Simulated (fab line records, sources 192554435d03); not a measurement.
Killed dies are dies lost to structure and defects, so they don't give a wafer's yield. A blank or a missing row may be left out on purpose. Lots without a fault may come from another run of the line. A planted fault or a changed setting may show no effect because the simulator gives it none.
A struck lot beside a sound one | flow n5_finfet | 36 steps out of a route of 1938
Sound: wafers L452.1, L452.2, L452.4. Struck: wafers L461.2, L461.3, L461.6. The cause comes at the end.
At each step with rows: each side's tool, then ch and its chambers, then its first start. Under that, the readings that differ: sound wafers | struck wafers | difference of the means | sigmas: that difference in standard deviations of wafers without a fault.
alike: readings whose means differ by less than 2 such deviations, and words and numbers that are the same on both sides. not compared: withheld readings, readings that some wafer has no value for, bounds like >300 that may hide the same value, and numbers for which the record gives no deviation and whose values overlap.
The two part at a step that has a row with sigmas, a row that says differs or no value, or rows on one side only. Numbers that don't overlap but have no deviation are shown without sigmas and don't part them. A reading that every wafer of one side lacks parts them only if that side has two wafers or more.

first, 9 steps without rows for these wafers: N5_BEOL_M4_ANNEAL_95 (time 240 s); N5_BEOL_M4_SPUTTER_96 (material Cu, target thk 4.5 nm, time 8.29 s); N5_BEOL_M4_ECD_50 (material Cu, target thk 300 nm); N5_BEOL_M4_ANNEAL_51 (time 90 s); N5_BEOL_M4_CMP_52 (polishes, stops on SiOC, t overpolish 6.8 s, target thk 40 nm); N5_BEOL_M4_PRE_CLEAN_60 (time 15 s); N5_BEOL_M4_CO_CAP_55 (material Co, precursor CCTBA/H2, target thk 2 nm, time 102.1 s); N5_BEOL_M4_PRE_CLEAN_56 (time 15 s); N5_BEOL_M4_DEP_57 (deposits SiCN from 3MS/NH3, target thk 8 nm, time 14 s).
N5_BEOL_M4_RC_MEAS_101:
  sound on prober-02 ch 0, day 9 11:03; struck on prober-02 ch 0, day 11 11:22
  alike: DIBL_N, DIBL_P, IOFF_N, IOFF_P, ION_N, ION_P, SS_N, SS_P, VT_N, VT_P
then, 24 steps without rows for these wafers: N5_BEOL_M5_ILD_DEP_00 (deposits SiCOH lowk from DEMS/porogen, target thk 140.64 nm, time 25.9 s); N5_BEOL_M5_CURE_79 (cures SiCOH lowk, time 240 s); N5_BEOL_M5_PECVD_70 (deposits SiO2 from TEOS/O2, target thk 16 nm, time 18 s); N5_BEOL_M5_HM_DEP_02 (deposits TiN, target thk 20 nm); N5_BEOL_M5_COAT_59 (time 60 s, resist thk 60 nm); N5_BEOL_M5_COAT_60 (time 60 s, resist thk 12 nm); N5_BEOL_M5_COAT_71 (time 60 s, resist thk 5 nm); N5_BEOL_M5_COAT_05 (resist thk 30 nm); N5_BEOL_M5_EBR_07; N5_BEOL_M5_SOFTBAKE_06 (time 60 s); N5_BEOL_M5_EXPOSE_08 (exposes mask M5, target cd 28 nm); N5_BEOL_M5_PEB_09 (peb time 60 s); N5_BEOL_M5_DEVELOP_10 (develop time 30 s); N5_BEOL_M5_DESCUM_16 (chemistry O2, time 7 s); N5_BEOL_M5_ETCH_72 (etches underlayer in N2/H2, target depth 6.5 nm, time 5.2 s); N5_BEOL_M5_ETCH_61 (etches SiARC in CF4, target depth 15.6 nm, time 26 s); N5_BEOL_M5_ETCH_62 (etches SOC in N2/H2, target depth 75 nm, overetch 15 nm, time 112.5 s); N5_BEOL_M5_STRIP_63 (strips in N2/H2); N5_BEOL_M5_STRIP_73 (strips in N2/H2); N5_BEOL_M5_STRIP_64 (strips in CF4); N5_BEOL_M5_HM_OPEN_17 (chemistry Cl2/BCl3, target TiN, target depth 20 nm, overetch 6 nm); N5_BEOL_M5_STRIP_19 (strips in O2); N5_BEOL_M5_COAT_65 (time 60 s, resist thk 60 nm); N5_BEOL_M5_COAT_66 (time 60 s, resist thk 12 nm).
-- the record jumps here: 3 days lie between the struck wafers' starts before and after (it left off in module BEOL_M5 and takes up again in module BEOL_M12, whose first step shown is number 1651 of the route) --
N5_BEOL_M12_ECD_47: material Cu, target thk 720 nm.
  sound on ecd_cu-02 ch 0,1, day 12 12:41; struck on ecd_cu-02 ch 0,1, day 14 09:07
N5_PASSIVATION_PROBE_49:
  the record has rows for the struck wafers here (prober-02, day 15 17:51) and none for the sound ones

WHERE THEY PART
Only at N5_PASSIVATION_PROBE_49, within this record.

WHY: what the simulator had put in
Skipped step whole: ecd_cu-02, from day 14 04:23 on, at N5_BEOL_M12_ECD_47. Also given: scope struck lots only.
